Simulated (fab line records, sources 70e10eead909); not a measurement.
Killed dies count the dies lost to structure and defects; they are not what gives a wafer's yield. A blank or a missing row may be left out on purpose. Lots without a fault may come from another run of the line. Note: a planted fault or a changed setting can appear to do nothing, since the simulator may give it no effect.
2 desks, one fault    flow nand-harc    numbers are kept per desk, each desk with only its own; the story behind them comes last

DESK OF THE TOOL OWNER: rie-diel-04
The tool's own readings at NHARC_A_WL_FILL_ETCHBACK_16 (etches the open film in C4F8/O2/Ar, target depth 120 nm, time 24 s): means of the sampled wafers that have a number, for each lot that ran on this tool. The brackets show how far a lot's mean lies from the usual mean; more than 4 standard deviations puts the lot out of limits, marked OUT.
Columns: A = oes-product-au at NHARC_A_WL_FILL_ETCHBACK_16, usual 0.98 a.u.; B = rf-vpp-V at NHARC_A_WL_FILL_ETCHBACK_16, usual 724.0 V
lot   first seen here  A                B
L570  day 21 16:23     0.98             723.9
L576  day 24 18:21     0.94             723.3
L577  day 25 00:28     0.99             722.4
L578  day 25 03:26     0.99             722.3
L579  day 26 00:33     1.01             723.5
L580  day 27 04:36     1.00             722.8
L588  day 29 10:28     0.68 (-9.6) OUT  721.2
Finding of this desk: L588 out of limits; the first was L588 at day 29 10:28, on oes-product-au at NHARC_A_WL_FILL_ETCHBACK_16. In limits: L570, L576, L577, L578, L579, L580.

THE DEFECT DESK
Lot by lot, what the route's inspections counted, given as the mean of those sampled wafers with a number. The brackets show how far a lot's mean lies from the usual mean; more than 4 standard deviations puts the lot out of limits, marked OUT.
Columns: A = raw-defect-count at NHARC_A_WL_FILL_INSPECT_15, usual 511
lot   first seen here  A
L568  day 21 11:46     542
L569  day 21 22:55     399
L567  day 21 22:55     442
L570  day 21 23:04     473
L571  day 22 14:54     488
L576  day 25 00:52     409
L577  day 25 06:52     429
L578  day 25 11:14     376
L579  day 26 07:13     477
L580  day 27 11:10     542
L587  day 29 11:52     599
L588  day 29 17:01     344
L590  day 31 01:19     607
Finding of this desk: none of the 13 lots has anything out of limits.

ALL TOGETHER
The tool owner's desk could have raised an alarm at day 29 10:28, on L588.
Nothing the defect desk looked at was out of limits.
The defect desk has L588 on record, within its limits.
Every lot named ran NHARC_A_WL_FILL_ETCHBACK_16 on rie-diel-04.

WHAT THE SIMULATOR HAD INSERTED
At NHARC_A_WL_FILL_ETCHBACK_16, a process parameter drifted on rie-diel-04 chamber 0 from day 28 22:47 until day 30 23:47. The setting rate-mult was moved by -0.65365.
Struck lots among those shown: L588.
How many hours passed from the start of the fault until each desk's first out-of-limits reading: the tool owner's desk, 12.
